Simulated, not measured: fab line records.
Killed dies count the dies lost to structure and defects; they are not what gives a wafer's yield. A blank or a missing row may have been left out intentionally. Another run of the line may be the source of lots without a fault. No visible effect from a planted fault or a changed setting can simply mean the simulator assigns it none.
One fault through the eyes of 2 desks / flow nand_harc / what lay behind the numbers comes last; until then each desk has only its own

FROM THE METROLOGY DESK
What the gauges read, lot by lot, whatever tool the lot ran on: means of the sampled wafers that have a number. A lot is out of limits, marked OUT, if its mean lies more than 4 standard deviations from the usual mean; the brackets give that distance.
Columns: A = overlay_x_nm at NHARC_A_M1_OVL_MEAS_10, usual 0.0 nm; B = overlay_y_nm at NHARC_A_M1_OVL_MEAS_10, usual -0.2 nm
lot=L902; first seen here=day 23 09:02; A=-0.9; B=0.5
lot=L903; first seen here=day 23 10:47; A=-0.4; B=-0.5
lot=L907; first seen here=day 24 13:23; A=0.4; B=0.5
lot=L908; first seen here=day 25 12:02; A=-0.3; B=0.7
lot=L909; first seen here=day 25 19:02; A=-0.4; B=0.3
lot=L912; first seen here=day 26 15:38; A=-0.3; B=-0.6
lot=L913; first seen here=day 27 13:32; A=1.4; B=0.3
lot=L920; first seen here=day 30 08:58; A=-0.3; B=-0.4
lot=L921; first seen here=day 30 11:07; A=0.4; B=-0.1
lot=L922; first seen here=day 30 17:20; A=1.3; B=-0.6
lot=L924; first seen here=day 31 17:29; A=0.7; B=-1.3
lot=L923; first seen here=day 31 19:03; A=0.2; B=-0.2
lot=L925; first seen here=day 32 23:08; A=0.8; B=0.4
Finding of this desk: none of the 13 lots has anything out of limits.

DESK OF THE TOOL OWNER: ald_hk-01
The tool's own readings at NHARC_A_CHANNEL_FILL_D2_ALD_25 (deposits SiOx, target thk 60 nm, pulse time 10 s, ald cycles 600): means of the sampled wafers that have a number, for each lot that ran on this tool. A lot is out of limits, marked OUT, if its mean lies more than 4 standard deviations from the usual mean; the brackets give that distance.
Columns: A = heater_power_w at NHARC_A_CHANNEL_FILL_D2_ALD_25, usual 466 W; B = precursor_pulse_height_rel at NHARC_A_CHANNEL_FILL_D2_ALD_25, usual 1.000
lot=L902; first seen here=day 15 05:24; A=473; B=0.982
lot=L907; first seen here=day 16 13:05; A=492; B=1.007
lot=L908; first seen here=day 17 12:03; A=463; B=1.018
lot=L909; first seen here=day 18 00:06; A=496; B=0.999
lot=L912; first seen here=day 19 03:32; A=481; B=1.006
lot=L913; first seen here=day 19 23:31; A=441; B=0.976
lot=L924; first seen here=day 24 02:07; A=482; B=0.997
lot=L925; first seen here=day 25 01:24; A=488; B=0.987
Finding of this desk: none of the 8 lots has anything out of limits.

ALL TOGETHER
At the metrology desk, nothing out of limits was observed.
The desk of the tool owner found nothing out of limits.

WHAT THE SIMULATOR HAD INSERTED
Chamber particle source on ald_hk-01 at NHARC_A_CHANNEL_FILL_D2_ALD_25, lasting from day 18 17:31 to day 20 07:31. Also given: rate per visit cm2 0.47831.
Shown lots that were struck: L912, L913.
